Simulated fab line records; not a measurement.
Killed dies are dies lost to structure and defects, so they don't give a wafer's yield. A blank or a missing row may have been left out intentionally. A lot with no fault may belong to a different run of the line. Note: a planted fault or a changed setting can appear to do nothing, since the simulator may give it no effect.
Chamber matching || flow n5-finfet || rie-diel-03 running N5_BEOL_M0_SAQP_HM_OPEN_112: 4 sister chambers
The step chemistry CHF3/O2, target SiO2, stops on a-Si, target depth 12 nm, time 13.5 s. 4 wafers are shown with their chamber, then 11 later ones without.

WAFERS, EACH WITH ITS CHAMBER
{"wafer": "L084.5", "chamber": 0, "drypump-motor-current-A (A)": 5.1}
{"wafer": "L089.2", "chamber": 3, "drypump-motor-current-A (A)": 5.1}
{"wafer": "L089.5", "chamber": 1, "drypump-motor-current-A (A)": 6.4}
{"wafer": "L092.3", "chamber": 2, "drypump-motor-current-A (A)": 5.6}

WAFERS WITH NO CHAMBER GIVEN
{"wafer": "L092.4", "drypump-motor-current-A (A)": 6.4}
{"wafer": "L092.5", "drypump-motor-current-A (A)": 5.6}
{"wafer": "L093.1", "drypump-motor-current-A (A)": 5.1}
{"wafer": "L093.2", "drypump-motor-current-A (A)": 5.1}
{"wafer": "L093.6", "drypump-motor-current-A (A)": 6.4}
{"wafer": "L094.1", "drypump-motor-current-A (A)": 5.2}
{"wafer": "L094.2", "drypump-motor-current-A (A)": 6.4}
{"wafer": "L094.6", "drypump-motor-current-A (A)": 5.1}
{"wafer": "L095.2", "drypump-motor-current-A (A)": 5.2}
{"wafer": "L095.3", "drypump-motor-current-A (A)": 6.3}
{"wafer": "L095.6", "drypump-motor-current-A (A)": 5.1}

WHICH CHAMBER EACH WENT THROUGH
{"wafer": "L092.4", "from the rows above": 1, "in truth": 1}
{"wafer": "L092.5", "from the rows above": 2, "in truth": 2}
{"wafer": "L093.1", "from the rows above": "can't be placed: 0 or 3", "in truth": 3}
{"wafer": "L093.2", "from the rows above": "can't be placed: 0 or 3", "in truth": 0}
{"wafer": "L093.6", "from the rows above": 1, "in truth": 1}
{"wafer": "L094.1", "from the rows above": "can't be placed: 0 or 3", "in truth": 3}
{"wafer": "L094.2", "from the rows above": 1, "in truth": 1}
{"wafer": "L094.6", "from the rows above": "can't be placed: 0 or 3", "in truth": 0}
{"wafer": "L095.2", "from the rows above": "can't be placed: 0 or 3", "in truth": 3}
{"wafer": "L095.3", "from the rows above": 1, "in truth": 1}
{"wafer": "L095.6", "from the rows above": "can't be placed: 0 or 3", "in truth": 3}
5 of 11 placed correctly. Unplaceable from these rows: 6, with the true chamber sitting among the candidates in 6. 0 placed wrongly.
How it was worked out, from the rows above alone: a wafer's distance from a chamber is the root of the sum, over the readings, of the square of ((its reading less the chamber's mean) divided by the reading's scatter). The wafer belongs to the nearest chamber; if the next one is less than 2 further off, it can't be placed. The mean given for a chamber averages the wafers shown for that chamber. The scatter (one wafer shown for each chamber): square how far every hidden wafer sits from the nearest shown wafer, average those squares and take the square root.
